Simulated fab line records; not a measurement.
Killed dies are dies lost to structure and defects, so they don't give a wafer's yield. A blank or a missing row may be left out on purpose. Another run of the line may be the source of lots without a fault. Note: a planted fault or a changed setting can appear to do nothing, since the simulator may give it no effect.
Which of the tools did it? | flow nand-harc | Sampling: 15 lots, 45 wafers, 4 of 1302 route steps

== WHAT EACH GAUGE READ, for each wafer ==
The record lacks any reading of a measuring or inspecting step that a usual standard deviation could be used to judge.

== WHAT TOOL EACH LOT RAN ON (gives the tool, then ch and the chambers of the sampled wafers, and finally the start) ==
lot  | NHARC_P_GATE_DEGAS_109       | NHARC_P_CONTACT_DEP_00                     | NHARC_P_CONTACT_PEB_10            | NHARC_P_CONTACT_ETCH_31
L856 | pvd-sputter-03, day 6 13:51  | pecvd-04 ch 0,2, day 6 15:26               | litho-track-01, day 6 16:41       | rie-diel-11 ch 0,1,3, no start
L857 | pvd-sputter-02, day 6 20:48  | pecvd-04 ch 0,1, day 6 23:09 or earlier    | litho-track-04, day 6 23:09       | rie-diel-11 ch 1,2, no start
L858 | pvd-sputter-01, day 7 09:47  | pecvd-03 ch 0,1, day 7 12:20 or earlier    | litho-track-06, day 7 12:20       | rie-diel-11 ch 0,1,2, no start
L859 | pvd-sputter-03, day 8 05:52  | pecvd-04 ch 0,1,2, day 8 08:20 or earlier  | litho-track-04 ch 0, day 8 08:20  | rie-diel-11 ch 2,3, no start
L866 | pvd-sputter-02, day 10 17:02 | pecvd-03 ch 1,2, day 10 19:31 or earlier   | litho-track-04 ch 0, day 10 19:31 | rie-diel-01 ch 1,2, no start
L867 | pvd-sputter-03, day 11 00:59 | pecvd-03 ch 1,2, day 11 03:28 or earlier   | litho-track-04 ch 0, day 11 03:28 | rie-diel-06 ch 0,1,3, no start
L868 | pvd-sputter-03, day 12 01:06 | pecvd-01 ch 1,2, day 12 03:38 or earlier   | litho-track-01 ch 0, day 12 03:38 | rie-diel-11 ch 0,1,2, no start
L870 | pvd-sputter-03, day 12 16:46 | pecvd-01 ch 1,2, day 12 19:16 or earlier   | litho-track-04 ch 0, day 12 19:16 | rie-diel-01 ch 0,1, no start
L871 | pvd-sputter-01, day 12 20:44 | pecvd-04 ch 0,2, day 12 23:11 or earlier   | litho-track-06 ch 0, day 12 23:11 | rie-diel-06 ch 1,2, no start
L872 | pvd-sputter-01, day 13 02:38 | pecvd-01 ch 0,1,2, day 13 05:07 or earlier | litho-track-01 ch 0, day 13 05:07 | rie-diel-06 ch 0,3, no start
L873 | pvd-sputter-01, day 13 15:52 | pecvd-03 ch 0,1,2, day 13 18:20 or earlier | litho-track-04 ch 0, day 13 18:20 | rie-diel-11 ch 0,2,3, no start
L874 | pvd-sputter-02, day 13 23:23 | pecvd-04 ch 0,1,2, day 14 01:52 or earlier | litho-track-06 ch 0, day 14 01:52 | rie-diel-11 ch 1,3, no start
L875 | pvd-sputter-02, day 14 10:32 | pecvd-04 ch 0,2, day 14 12:55 or earlier   | litho-track-04 ch 0, day 14 12:55 | rie-diel-11 ch 0,2, no start
L876 | pvd-sputter-01, day 15 05:42 | pecvd-04 ch 0,2, day 15 08:04 or earlier   | litho-track-01 ch 0, day 15 08:04 | rie-diel-11 ch 0,1, no start
L877 | pvd-sputter-01, day 15 11:31 | pecvd-04 ch 0,1,2, day 15 13:53 or earlier | litho-track-01 ch 0, day 15 13:53 | rie-diel-06 ch 0,1,3, no start
- NHARC_P_GATE_DEGAS_109: time 60 s.
- NHARC_P_CONTACT_DEP_00: deposits SiO2, target thk 500 nm.
- NHARC_P_CONTACT_PEB_10: peb time 65 s.
- NHARC_P_CONTACT_ETCH_31: etches the open film in CH3F/O2, target depth 30 nm, time 85.7 s.

== AS READ BY THE TOOLS THEMSELVES (means over the sampled wafers that have a number; for cases with no such wafer, the mark the record gives instead) ==
NHARC_P_GATE_DEGAS_109. Usual: 484 W for heater-power-w, sd 48.
lot  | tool           | heater-power-w (W) | flag
L856 | pvd-sputter-03 | 438                |
L857 | pvd-sputter-02 | 530                |
L858 | pvd-sputter-01 | 509                |
L859 | pvd-sputter-03 | 435                |
L866 | pvd-sputter-02 | 490                |
L867 | pvd-sputter-03 | 441                |
L868 | pvd-sputter-03 | 423                |
L870 | pvd-sputter-03 | 446                |
L871 | pvd-sputter-01 | 505                |
L872 | pvd-sputter-01 | 502                |
L873 | pvd-sputter-01 | 478                |
L874 | pvd-sputter-02 | 496                |
L875 | pvd-sputter-02 | 503                |
L876 | pvd-sputter-01 | 480                |
L877 | pvd-sputter-01 | 470                |

NHARC_P_CONTACT_DEP_00. Usual: chamber-pressure-Torr 6.500 Torr, standard deviation 0.013; heater-power-w 605 W, standard deviation 90; showerhead-vpp-V 1836 V, standard deviation 66; throttle-valve-pct 15.9 %, standard deviation 0.62.
lot  | tool     | chamber-pressure-Torr (Torr) | heater-power-w (W) | showerhead-vpp-V (V) | throttle-valve-pct (%) | flag
L856 | pecvd-04 | 6.497                        | 603                | 1826                 | 15.3                   |
L857 | pecvd-04 | 6.499                        | 623                | 1800                 | 15.9                   |
L858 | pecvd-03 | 6.506                        | 602                | 1922                 | 15.6                   |
L859 | pecvd-04 | 6.487                        | 650                | 1811                 | 16.0                   |
L866 | pecvd-03 | 6.486                        | 545                | 1903                 | 15.0                   |
L867 | pecvd-03 | 6.490                        | 602                | 1906                 | 15.3                   |
L868 | pecvd-01 | 6.501                        | 610                | 1783                 | 16.3                   |
L870 | pecvd-01 | 6.495                        | 695                | 1779                 | 16.5                   |
L871 | pecvd-04 | 6.495                        | 590                | 1814                 | 15.4                   |
L872 | pecvd-01 | 6.506                        | 666                | 1872                 | 16.7                   |
L873 | pecvd-03 | 6.511                        | 589                | 1874                 | 15.3                   |
L874 | pecvd-04 | 6.506                        | 645                | 1792                 | 15.8                   |
L875 | pecvd-04 | 6.508                        | 640                | 1837                 | 15.4                   |
L876 | pecvd-04 | 6.501                        | 592                | 1828                 | 15.5                   |
L877 | pecvd-04 | 6.500                        | 615                | 1784                 | 15.9                   |

NHARC_P_CONTACT_PEB_10. Usual: chill-plate-temp-C 23.00 C, standard deviation 0.12; exhaust-pa 45.0 Pa, standard deviation 0.89.
lot  | tool           | chill-plate-temp-C (C) | exhaust-pa (Pa) | flag
L856 | litho-track-01 | -                      | -               | OFF
L857 | litho-track-04 | -                      | -               | OFF
L858 | litho-track-06 | -                      | -               | OFF
L859 | litho-track-04 | 22.90                  | 45.0            |
L866 | litho-track-04 | 23.09                  | 44.3            |
L867 | litho-track-04 | 22.97                  | 45.1            |
L868 | litho-track-01 | 22.99                  | 44.8            |
L870 | litho-track-04 | 22.80                  | 44.3            |
L871 | litho-track-06 | 23.02                  | 45.4            |
L872 | litho-track-01 | 23.17                  | 44.8            |
L873 | litho-track-04 | 22.92                  | 45.1            |
L874 | litho-track-06 | 23.07                  | 45.1            |
L875 | litho-track-04 | 23.01                  | 45.2            |
L876 | litho-track-01 | 22.91                  | 45.5            |
L877 | litho-track-01 | 22.98                  | 44.6            |

NHARC_P_CONTACT_ETCH_31. Usual: for chamber-pressure-mTorr, 24.999 mTorr with a standard deviation of 0.023; for drypump-motor-current-A, 6.0 A with a standard deviation of 0.58; for o2-flow-sccm, 30.01 sccm with a standard deviation of 0.092; for oes-product-au, 0.980 a.u. with a standard deviation of 0.016; for rf-vpp-V, 243.9 V with a standard deviation of 1.5; for showerhead-plenum-p-Torr, 2.42 Torr with a standard deviation of 0.1; for throttle-valve-pct, 20.663 % with a standard deviation of 0.0093.
lot  | tool        | chamber-pressure-mTorr (mTorr) | drypump-motor-current-A (A) | o2-flow-sccm (sccm) | oes-product-au (a.u.) | rf-vpp-V (V) | showerhead-plenum-p-Torr (Torr) | throttle-valve-pct (%) | flag
L856 | rie-diel-11 | 25.013                         | 5.9                         | 30.11               | 0.968                 | 244.1        | 2.42                            | 20.665                 |
L857 | rie-diel-11 | 24.996                         | 6.5                         | 30.17               | 0.981                 | 244.4        | 2.50                            | 20.668                 |
L858 | rie-diel-11 | 25.020                         | 6.4                         | 30.06               | 0.989                 | 243.7        | 2.42                            | 20.651                 |
L859 | rie-diel-11 | 24.977                         | 5.4                         | 30.00               | 0.999                 | 242.6        | 2.33                            | 20.660                 |
L866 | rie-diel-01 | 25.000                         | 5.7                         | 29.94               | 0.980                 | 242.9        | 2.38                            | 20.660                 |
L867 | rie-diel-06 | 25.011                         | 6.2                         | 30.04               | 0.976                 | 245.1        | 2.48                            | 20.661                 |
L868 | rie-diel-11 | 24.986                         | 6.4                         | 30.03               | 0.983                 | 243.2        | 2.42                            | 20.671                 |
L870 | rie-diel-01 | 25.005                         | 5.9                         | 29.97               | 0.981                 | 244.1        | 2.41                            | 20.660                 |
L871 | rie-diel-06 | 24.982                         | 6.1                         | 29.96               | 0.951                 | 244.0        | 2.46                            | 20.663                 |
L872 | rie-diel-06 | 25.003                         | 6.3                         | 29.92               | 0.995                 | 244.5        | 2.45                            | 20.671                 |
L873 | rie-diel-11 | 25.000                         | 5.9                         | 30.00               | 0.974                 | 242.2        | 2.33                            | 20.661                 |
L874 | rie-diel-11 | 25.014                         | 6.0                         | 30.08               | 0.959                 | 244.6        | 2.49                            | 20.670                 |
L875 | rie-diel-11 | 25.018                         | 6.4                         | 29.98               | 0.973                 | 242.4        | 2.34                            | 20.655                 |
L876 | rie-diel-11 | 25.019                         | 6.5                         | 30.03               | 0.994                 | 243.2        | 2.42                            | 20.660                 |
L877 | rie-diel-06 | 24.998                         | 6.2                         | 30.10               | 0.987                 | 244.5        | 2.48                            | 20.672                 |

== THE ANSWER, worked out from the rows above alone ==
Rule: a lot counts as off when the mean over its wafers that have a number is more than 3 standard deviations away from the usual mean. Also off: a lot with no number at a reading for which 4 or more lots have one. Where the step has rows for the other lots, those lots are counted as sound. The gauges are gone through in route order, then the tools' own readings, and for those a lot's mean is taken as printed above. At the first step where some lot is off, the reading lying furthest off is the one used; lots without a number count as furthest.
Off, at NHARC_P_CONTACT_PEB_10 on chill-plate-temp-C: L856, L857, L858. Without a number there: L856, L857, L858.
A tool fits if, at that step or a process step before it, it ran every lot that is off, and no sound lot after the first of them. NHARC_P_CONTACT_DEP_00: start missing for some lots; hours and lot order therefore follow NHARC_P_CONTACT_PEB_10. No candidate that was tried fits.

== WHAT THE SIMULATOR HAD INSERTED ==
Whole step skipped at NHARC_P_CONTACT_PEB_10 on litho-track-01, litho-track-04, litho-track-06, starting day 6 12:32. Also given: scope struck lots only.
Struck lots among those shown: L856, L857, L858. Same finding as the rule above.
